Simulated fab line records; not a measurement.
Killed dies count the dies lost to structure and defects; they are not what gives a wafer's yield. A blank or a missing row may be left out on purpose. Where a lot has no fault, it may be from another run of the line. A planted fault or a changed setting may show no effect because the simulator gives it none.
A lot that was struck, set against a sound lot + flow n5Finfet + 15 steps out of a route of 1938
Sound: wafers L263.1, L263.3, L263.5. The struck wafers were L264.1, L264.4, L264.6. Last of all comes the cause.
For every step that has rows: the tool of each side, followed by ch and its chambers, followed by its first start. Under that, the readings that differ: sound wafers + struck wafers + difference of the means + sigmas: that difference in standard deviations of wafers without a fault.
alike: a reading whose means differ by less than 2 such deviations, as well as words and numbers matching on both sides. not compared: withheld readings; readings where some wafer has no value; bounds like >300 that might hide an equal value; numbers whose values overlap and for which the record gives no deviation.
The two part at a step that has a row with sigmas, a row that says differs or no value, or rows on one side only. Numbers that have no deviation but don't overlap get no sigmas and don't part them. A reading that every wafer of one side lacks parts them only if that side has two wafers or more.

N5_BEOL_M8_OVL_MEAS_12:
  sound on overlay-02 ch 0, day 10 18:52; struck on overlay-01 ch 0, day 11 18:30
  alike: M8_OVL
N5_BEOL_M8_INSPECT_13: inspects for defects (brightfield).
  sound: defectInspect-01 at day 10 18:53; struck: defectInspect-01 at day 11 18:31
  alike: rawDefectCount
N5_BEOL_M8_DESCUM_16: chemistry O2, time 7.9 s.
  sound on rieDiel-06 ch 0,1, day 10 18:55; struck on rieDiel-02 ch 2,3, day 11 18:34
| reading              | sound             | struck            | difference | sigmas |
|----------------------|-------------------|-------------------|------------|--------|
| oesProductAu (a.u.)  | 0.69 0.95 0.95    | 0.69 0.71 0.71    | -0.16      | -2     |
| throttleValvePct (%) | 20.97 20.15 20.17 | 20.97 21.03 21.02 | +0.58      | +2     |
  alike: drypumpMotorCurrentA, rfVppV, showerheadPlenumPTorr
  not compared: rfHoursCounterH
N5_BEOL_M8_ETCH_61: etches SiARC in CF4, target depth 45.5 nm, time 75.8 s.
  sound on rieDiel-06 ch 0,1, day 10 18:58; struck on rieDiel-02 ch 2,3, day 11 18:37
| reading              | sound             | struck            | difference | sigmas |
|----------------------|-------------------|-------------------|------------|--------|
| oesProductAu (a.u.)  | 0.59 0.81 0.81    | 0.59 0.62 0.62    | -0.13      | -2     |
| throttleValvePct (%) | 16.05 15.45 15.45 | 16.19 16.05 16.04 | +0.44      | +2     |
  alike: drypumpMotorCurrentA, etchRfOnTimeS, rfVppV, showerheadPlenumPTorr
  not compared: rfHoursCounterH
N5_BEOL_M8_ETCH_62: etches SOC in N2/H2, target depth 110 nm, overetch 22 nm, time 165 s.
  sound on rieDiel-06 ch 0,1, day 10 19:01; struck on rieDiel-02 ch 2,3, day 11 18:40
| reading              | sound             | struck            | difference | sigmas |
|----------------------|-------------------|-------------------|------------|--------|
| oesProductAu (a.u.)  | 0.59 0.80 0.80    | 0.59 0.61 0.61    | -0.13      | -2     |
| throttleValvePct (%) | 18.10 17.63 17.62 | 18.31 18.43 18.43 | +0.61      | +3     |
  alike: drypumpMotorCurrentA, h2FlowSccm, rfVppV, showerheadPlenumPTorr
  not compared: rfHoursCounterH
then, 1 step without rows for these wafers: N5_BEOL_M8_STRIP_68 (strips in N2/H2).
N5_BEOL_M8_STRIP_67: strips in CF4.
  sound on rieDiel-06 ch 0,1, day 10 19:10; struck on rieDiel-02 ch 2,3, day 11 18:49
| reading              | sound             | struck            | difference | sigmas |
|----------------------|-------------------|-------------------|------------|--------|
| oesProductAu (a.u.)  | 0.71 0.95 0.95    | 0.69 0.72 0.72    | -0.16      | -2     |
| throttleValvePct (%) | 14.05 13.35 13.33 | 14.18 14.03 14.00 | +0.49      | +2     |
  alike: drypumpMotorCurrentA, rfVppV, showerheadPlenumPTorr
  not compared: rfHoursCounterH
N5_BEOL_M8_HM_OPEN_17: chemistry Cl2/BCl3, target TiN, target depth 20 nm, overetch 6 nm.
  sound on rieMetal-02 ch 0,1, day 10 19:12; struck on rieMetal-03 ch 0, day 11 18:51
| reading                  | sound       | struck      | difference | sigmas |
|--------------------------|-------------|-------------|------------|--------|
| drypumpMotorCurrentA (A) | 6.3 6.3 6.5 | 5.0 5.0 4.9 | -1.4       | -2     |
  alike: oesProductAu, throttleValvePct
  not compared: rfHoursCounterH
then, 1 step without rows for these wafers: N5_BEOL_M8_STRIP_19 (strips in O2).
N5_BEOL_M8_CD_MEAS_18: pitch 80 nm, target cd 40 nm.
  sound: cdSem-01 at day 10 19:25; struck: cdSem-03 at day 11 19:11
  alike: cdNm
then, 2 steps without rows for these wafers: N5_BEOL_M8_COAT_63 (time 60 s, resist thk 60 nm); N5_BEOL_M8_COAT_64 (time 60 s, resist thk 12 nm).
N5_BEOL_M8_COAT_71: time 60 s, resist thk 5 nm.
  sound on lithoTrack-04 ch 0, day 10 21:33; struck on lithoTrack-04 ch 0, day 11 22:53
| reading               | sound                | struck               | difference | sigmas |
|-----------------------|----------------------|----------------------|------------|--------|
| heaterPowerTotalW (W) | 394.0 390.0 392.8    | 404.9 404.9 403.5    | +12.2      | +9     |
| plateTempC (C)        | 204.95 204.74 205.13 | 209.44 209.81 209.72 | +4.72      | +28    |
  alike: chillPlateTempC, resistLineTempC
then, 1 step without rows for these wafers: N5_BEOL_M8_COAT_22 (resist thk 30 nm).
-- here the record skips 3 days between the struck wafers' starts before and after, leaving off in module BEOL_M8 and picking up in module PASSIVATION (first step shown: number 1936 of the route) --
N5_PASSIVATION_PROBE_49:
  sound: prober-02 at day 13 20:06; struck: prober-01 at day 14 18:54
| reading          | sound  | struck   | difference | sigmas |
|------------------|--------|----------|------------|--------|
| killedAtContacts | 11 6 7 | 21 22 20 | +13        | +2     |
  alike: defectLimitedYield, killed_at_M0_to_M3, killed_at_M4_up, killedAtFrontEnd, killedAtOther, killedDies, killedOpen, killedShort, sort_bin_5_function, sort_bin_6_memory, sort_bin_8_speed, sortNPass, sortYieldPct

== WHERE THEY PART ==
Earliest at N5_BEOL_M8_DESCUM_16; latest, in this record, at N5_PASSIVATION_PROBE_49.

WHY: what the simulator had put in
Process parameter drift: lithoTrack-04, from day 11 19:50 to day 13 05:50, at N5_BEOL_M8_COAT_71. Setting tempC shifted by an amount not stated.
